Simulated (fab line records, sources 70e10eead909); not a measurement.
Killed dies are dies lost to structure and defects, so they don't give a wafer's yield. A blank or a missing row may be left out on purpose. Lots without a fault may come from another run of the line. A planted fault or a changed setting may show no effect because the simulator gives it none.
Chamber matching | flow nand_harc | NHARC_P_BONDPAD_CMP_32 on cmp-02: 3 sister chambers
The step polishes SiCN, target thk 200 nm. 14 wafers are shown with their chamber, then 6 later ones without.

WAFERS WITH THEIR CHAMBER
wafer  | chamber | motor_current_A (A) | slurry_flow_ml_min | edge_zone_pressure_frac
L076.1 | 2       | 10.5                | 149.0              | 1.002
L076.2 | 1       | 12.0                | 150.6              | 1.003
L076.5 | 2       | 10.9                | 149.1              | 0.999
L080.1 | 2       | 10.1                | 149.7              | 0.998
L080.2 | 1       | 12.5                | 150.0              | 1.001
L080.4 | 3       | 12.6                | 150.1              | 0.998
L081.1 | 1       | 11.7                | 150.5              | 1.003
L081.2 | 3       | 12.8                | 150.7              | 0.997
L081.4 | 2       | 10.2                | 150.2              | 0.998
L086.1 | 1       | 12.0                | 150.3              | 1.000
L086.5 | 1       | 12.4                | 149.3              | 0.992
L086.6 | 2       | 10.3                | 149.9              | 0.998
L090.1 | 1       | 12.2                | 150.4              | 1.004
L090.3 | 2       | 10.5                | 149.7              | 1.001

SIGNATURES (means of the wafers above)
reading                 | chamber 1 | chamber 2 | chamber 3 | scatter within a chamber
motor_current_A         | 12.133    | 10.417    | 12.700    | 0.28
slurry_flow_ml_min      | 150.183   | 149.600   | 150.400   | 0.468
edge_zone_pressure_frac | 1.00050   | 0.99933   | 0.99750   | 0.00321
Rule: a wafer's distance from a chamber is the root of the sum, over the readings, of the square of ((its reading less the chamber's mean) divided by the reading's scatter). The wafer belongs to the nearest chamber; if the next one is less than 2 further off, it can't be placed. The scatter: the root of (the sum of the squares of (reading less its chamber's mean) over the shown wafers, divided by (wafers less chambers)).

WAFERS WITHOUT THEIR CHAMBER
wafer  | motor_current_A (A) | slurry_flow_ml_min | edge_zone_pressure_frac
L090.6 | 10.3                | 149.2              | 0.995
L093.2 | 12.2                | 149.7              | 1.004
L093.4 | 12.0                | 150.6              | 1.012
L093.5 | 12.3                | 149.8              | 1.001
L097.1 | 13.1                | 151.4              | 0.991
L097.5 | 12.4                | 149.2              | 1.002

WHICH CHAMBER EACH WENT THROUGH
wafer  | from the rows above     | in truth
L090.6 | 2                       | 2
L093.2 | can't be placed: 1 or 3 | 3
L093.4 | can't be placed: 1 or 3 | 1
L093.5 | can't be placed: 1 or 3 | 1
L097.1 | can't be placed: 3 or 1 | 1
L097.5 | can't be placed: 1 or 3 | 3
Placed correctly: 1 of 6. Can't be placed from these rows: 5 (the true chamber is among the candidates in 5). Placed wrongly: 0.
